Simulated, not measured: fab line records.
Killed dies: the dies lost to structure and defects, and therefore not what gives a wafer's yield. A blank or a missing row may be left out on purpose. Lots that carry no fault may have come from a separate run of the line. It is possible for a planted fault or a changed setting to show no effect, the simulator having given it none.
Split-lot experiment	flow n5-finfet	route with 1938 steps; 7 lots, 21 wafers read

## THE SPLIT
At N5_GATE_CUT_ETCH_58 (etches SiNx in CH3F/O2, target depth 17 nm, time 128.6 s), the setting time-s was moved away from the recipe's 128.6 s on 5 of the 21 wafers read, by -11.0% to +18.7%. For the rest of the wafers, this setting stayed at what the recipe calls for.

The reading is taken at the split's own step.

## THE READING
etch.depth-nm (the simulator's own value, which no gauge read), in nm, at N5_GATE_CUT_ETCH_58 (etches SiNx in CH3F/O2, target depth 17 nm, time 128.6 s). There is no usual value for it anywhere in the file. The 16 wafers here that ran the recipe average 16.93 nm, standard deviation 0.32 nm.

wafer	tool, chamber at the split	time-s as run, s	against the recipe	etch.depth-nm, nm	against lot-mates on the recipe
L075.1	rie-diel-03, 3	128.6	recipe	16.53	-
L075.4	rie-diel-03, 2	128.6	recipe	16.67	-
L075.5	rie-diel-03, 1	128.6	recipe	16.93	-
L079.4	rie-diel-03, 1	128.6	recipe	16.84	-
L079.5	rie-diel-03, 3	128.6	recipe	16.68	-
L079.6	rie-diel-03, 2	114.5	-11.0%	14.9	-1.86
L085.2	rie-diel-02, 1	145.6	+13.2%	19.27	+2.45
L085.3	rie-diel-02, 2	145.6	+13.2%	19.11	+2.29
L085.6	rie-diel-02, 2	128.6	recipe	16.82	-
L092.2	rie-diel-03, 1	128.6	recipe	16.7	-
L092.3	rie-diel-03, 0	152.7	+18.7%	20.25	+3.55
L092.4	rie-diel-03, 1	152.7	+18.7%	19.79	+3.09
L093.4	rie-diel-02, 2	128.6	recipe	16.83	-
L093.5	rie-diel-02, 2	128.6	recipe	16.79	-
L093.6	rie-diel-02, 3	128.6	recipe	17.7	-
L095.1	rie-diel-03, 3	128.6	recipe	17.35	-
L095.4	rie-diel-03, 0	128.6	recipe	17.19	-
L095.5	rie-diel-03, 2	128.6	recipe	16.75	-
L097.2	rie-diel-02, 1	128.6	recipe	16.86	-
L097.3	rie-diel-02, 3	128.6	recipe	17.5	-
L097.5	rie-diel-02, 2	128.6	recipe	16.75	-

THE FIT
A straight line over all 21 wafers: etch.depth-nm changes by +0.169 nm for each +1% of time-s; r = +0.97; the points scatter about the line by 0.31 nm.
The same after taking each lot's own level away (the mean of its wafers on the recipe; 21 wafers): +0.177 nm for each +1%; r = +0.98; scatter 0.26 nm.
That fit puts the effect of the largest move of time-s on the reading at 3.3 nm.
Across the lots, their own levels run from 16.700 to 17.107 nm, a range of 1.3 times the standard deviation given above.
So the lot-to-lot level changes the slope little: the two slopes agree.
Check: +3.22 nm against its lot-mates is what the line predicts for one of the wafers moved furthest among these (+18.7%) when that wafer is left out of the fit. Against them it came out at +3.55 nm.

## OTHER SPLITS ON THESE WAFERS
Before the reading, these wafers also passed through other splits. Each is held against what the fit with the lots' levels taken away leaves over:
other split on the same wafers	wafers away from the commonest value	r with etch.depth-nm (lot level and that fit taken away)
N5_SD_EPI_P_PEB_07 peb-time-s	11	+0.23
N5_HKMG_FIN_EXPOSE_46 dose-mj	8	-0.02
N5_HKMG_FIN_ETCH_54 cf4-flow-sccm	8	-0.09
N5_HKMG_FIN_ETCH_58 source-w	5	+0.29

## THE FILE'S OWN FIT
etch.depth-nm changes by +0.176 nm for each +1% of time-s, r = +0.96.
